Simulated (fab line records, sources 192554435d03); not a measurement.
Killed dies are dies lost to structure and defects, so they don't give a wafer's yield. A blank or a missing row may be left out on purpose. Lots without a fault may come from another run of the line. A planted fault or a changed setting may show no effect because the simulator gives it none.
A struck lot beside a sound one | flow n5_finfet | 39 steps out of a route of 1938
Sound: wafers L971.2, L971.4, L971.6. Struck: wafers L970.3, L970.5, L970.6. The cause comes at the end.
At each step with rows: each side's tool, then ch and its chambers, then its first start. Under that, the readings that differ: sound wafers | struck wafers | difference of the means | sigmas: that difference in standard deviations of wafers without a fault.
alike: readings whose means differ by less than 2 such deviations, and words and numbers that are the same on both sides. not compared: withheld readings, readings that some wafer has no value for, bounds like >300 that may hide the same value, and numbers for which the record gives no deviation and whose values overlap.
The two part at a step that has a row with sigmas, a row that says differs or no value, or rows on one side only. Numbers that don't overlap but have no deviation are shown without sigmas and don't part them. A reading that every wafer of one side lacks parts them only if that side has two wafers or more.

first, 11 steps without rows for these wafers: N5_HKMG_FIN_DESCUM_53 (chemistry O2, time 7.9 s); N5_HKMG_FIN_ETCH_54 (etches SiARC in CF4, target depth 45.5 nm, time 75.8 s); N5_HKMG_FIN_ETCH_55 (etches SOC in N2/H2, target depth 240 nm, time 300 s); N5_HKMG_FIN_STRIP_56 (strips in N2/H2); N5_HKMG_FIN_STRIP_57 (strips in CF4); N5_HKMG_FIN_ETCH_58 (etches SOC in N2/H2, target depth 215.8 nm, time 741 s); N5_HKMG_FIN_STRIP_93 (strips SOC in N2/H2, time 20 s); N5_HKMG_FIN_WET_ETCH_76 (etches Al2O3 in dNH4OH, stops on La2O3, target depth 2.25 nm, rinse time 30 s); N5_HKMG_FIN_STRIP_60 (strips in N2/H2, time 360 s); N5_HKMG_FIN_WET_ETCH_77 (etches La2O3 in dHCl, stops on HfO2, target depth 2 nm); N5_HKMG_FIN_WET_ETCH_78 (etches Al2O3 in dNH4OH, stops on La2O3, target depth 4.5 nm, rinse time 30 s).
N5_HKMG_FIN_ALD_79: deposits TiN, target thk 1.5 nm, pulse time 1 s, purge time 3 s.
  sound on ald_metal-01 ch 1,2, day 9 13:30; struck on ald_metal-01 ch 0,3, day 9 09:20
  no value came back on the struck wafers for ald_cycles, chamber_pressure_Torr (Torr), heater_power_w (W), precursor_pulse_height_rel; on the sound wafers ald_cycles reads 68 68 68
then, 25 steps without rows for these wafers: N5_HKMG_FIN_CVD_62 (deposits a-Si from Si2H6, target thk 3 nm, time 20.8 s); N5_HKMG_FIN_RTA_80 (time 2 s); N5_HKMG_FIN_PRECLEAN_64 (cleans in dHF, time 30 s); N5_HKMG_FIN_WET_ETCH_65 (etches a-Si in TMAH, stops on TiN, time 49 s, target depth 3 nm); N5_HKMG_FIN_WET_ETCH_81 (etches TiN in SC1, stops on HfO2, time 57 s, target depth 6 nm); N5_HKMG_FIN_WET_ETCH_82 (etches La2O3 in dHCl, stops on HfO2, target depth 2 nm, rinse time 30 s); N5_HKMG_FIN_ALD_36 (deposits TiN, target thk 1 nm, pulse time 1 s, purge time 3 s); N5_HKMG_FIN_PWFM_ALD_03 (deposits TiN, target thk 2 nm, pulse time 1 s, purge time 3 s); N5_HKMG_FIN_COAT_29 (time 60 s, resist thk 300 nm); N5_HKMG_FIN_COAT_30 (time 60 s, resist thk 35 nm); N5_HKMG_FIN_COAT_06 (resist thk 90 nm); N5_HKMG_FIN_EBR_08; N5_HKMG_FIN_SOFTBAKE_07 (time 60 s); N5_HKMG_FIN_EXPOSE_09 (exposes mask NWFM); N5_HKMG_FIN_PEB_10 (peb time 60 s); N5_HKMG_FIN_DEVELOP_11 (develop time 30 s); N5_HKMG_FIN_DESCUM_17 (chemistry O2, time 7.9 s); N5_HKMG_FIN_ETCH_31 (etches SiARC in CF4, target depth 45.5 nm, time 75.8 s); N5_HKMG_FIN_ETCH_32 (etches SOC in N2/H2, target depth 240 nm, time 300 s); N5_HKMG_FIN_STRIP_33 (strips in N2/H2); N5_HKMG_FIN_STRIP_34 (strips in CF4); N5_HKMG_FIN_ETCH_35 (etches SOC in N2/H2, target depth 215.8 nm, time 243.4 s); N5_HKMG_FIN_STRIP_92 (strips SOC in N2/H2, time 20 s); N5_HKMG_FIN_WET_ETCH_18 (etches TiN in SC1, time 55 s, target depth 5.2 nm, rinse time 30 s); N5_HKMG_FIN_STRIP_19 (strips in N2/H2, time 360 s).
-- the record jumps here: 5 days lie between the struck wafers' starts before and after (it left off in module HKMG_FIN and takes up again in module BEOL_M4, whose first step shown is number 1111 of the route) --
N5_BEOL_M4_RC_MEAS_101:
  sound on prober-01 ch 0, day 14 05:59; struck on prober-02 ch 0, day 14 06:32
  reading             | sound                      | struck                     | difference | sigmas
  EOT_N               | 10.36 10.46 10.38          | 10.14 10.04 10.04          | -0.33      | -4
  EOT_P               | 10.26 10.42 10.47          | 10.03 9.98 9.97            | -0.39      | -4
  IGATE_N (nA/um)     | 0.0152 0.0143 0.0154       | 0.0498 0.0579 0.0603       | +0.0410    | +22
  IGATE_P (nA/um)     | 0.0045 0.0043 0.0046       | 0.0157 0.0180 0.0185       | +0.0129    | +24
  IOFF_N (nA/um)      | 0.21 0.14 0.17             | 0.07 0.04 0.04             | -0.12      | -3
  IOFF_N_85C (nA/um)  | 4.0 2.8 3.2                | 1.5 0.9 1.0                | -2.2       | -3
  IOFF_N_LIN (nA/um)  | 0.096 0.066 0.077          | 0.029 0.017 0.018          | -0.058     | -3
  IOFF_N_LONG (nA/um) | 5.33e-05 5.15e-05 5.29e-05 | 2.94e-05 2.87e-05 2.95e-05 | -2.34e-05  | -9
  IOFF_P (nA/um)      | 0.29 0.21 0.21             | 0.01 0.01 0.01             | -0.23      | -4
  IOFF_P_85C (nA/um)  | 4.7 3.6 3.7                | 0.2 0.2 0.2                | -3.8       | -5
  IOFF_P_LIN (nA/um)  | 0.120 0.094 0.098          | 0.004 0.003 0.003          | -0.101     | -5
  IOFF_P_LONG (nA/um) | 9.8e-05 0.000103 9.8e-05   | 4.5e-05 3.8e-05 3.9e-05    | -5.9e-05   | -6
  ION_N (uA/um)       | 694 658 679                | 599 561 572                | -100       | -6
  ION_P (uA/um)       | 475 456 466                | 300 285 293                | -173       | -17
  SS_P (mV/dec)       | 74.2 73.0 73.8             | 77.8 76.8 76.5             | +3.4       | +4
  VT_N (mV)           | 245 253 248                | 286 293 293                | +42        | +10
  VT_N_LONG (mV)      | 277.5 275.9 276.6          | 316.3 315.3 317.0          | +39.5      | +17
  VT_N_LVT (mV)       | 93 99 97                   | 134 144 145                | +45        | +10
  VT_P (mV)           | -246 -251 -251             | -354 -360 -360             | -109       | -27
  VT_P_LONG (mV)      | -278 -279 -275             | -386 -385 -381             | -107       | -34
  VT_P_LVT (mV)       | -94 -98 -97                | -204 -210 -211             | -112       | -28
  alike: DIBL_N, DIBL_P, SS_N
-- the record jumps here: 5 days lie between the struck wafers' starts before and after (it left off in module BEOL_M4 and takes up again in module PASSIVATION, whose first step shown is number 1936 of the route) --
N5_PASSIVATION_PROBE_49:
  sound on prober-01, day 19 00:27; struck on prober-01, day 18 22:49
  reading                  | sound          | struck         | difference | sigmas
  defect_limited_yield (%) | 87.9 87.3 90.6 | 60.3 62.7 60.6 | -27.4      | -20
  killed_at_contacts       | 24 24 20       | 5 7 11         | -15        | -3
  killed_at_front_end      | 57 69 32       | 422 397 409    | +357       | +36
  killed_dies              | 143 150 111    | 469 440 465    | +323       | +20
  killed_on_rim            | 15 23 14       | 104 112 129    | +98        | +24
  killed_open              | 101 108 86     | 43 50 56       | -49        | -4
  sort_bin_5_function (%)  | 6.6 7.8 5.3    | 37.6 34.6 35.8 | +29.4      | +32
  sort_bin_6_memory (%)    | 5.1 4.7 3.7    | 1.9 2.7 2.6    | -2.1       | -3
  sort_bin_8_speed (%)     | 0 0 0          | 60.3 62.7 60.6 | +61.2      | +99 or more
  sort_n_pass              | 1037 1030 1069 | 0 0 0          | -1045      | -61
  sort_yield_pct (%)       | 87.9 87.3 90.6 | 0 0 0          | -89        | -63
  alike: killed_at_M0_to_M3, killed_at_M4_up, killed_at_other, killed_short

WHERE THEY PART
First at N5_HKMG_FIN_ALD_79; last, within this record, at N5_PASSIVATION_PROBE_49.

WHY: what the simulator had put in
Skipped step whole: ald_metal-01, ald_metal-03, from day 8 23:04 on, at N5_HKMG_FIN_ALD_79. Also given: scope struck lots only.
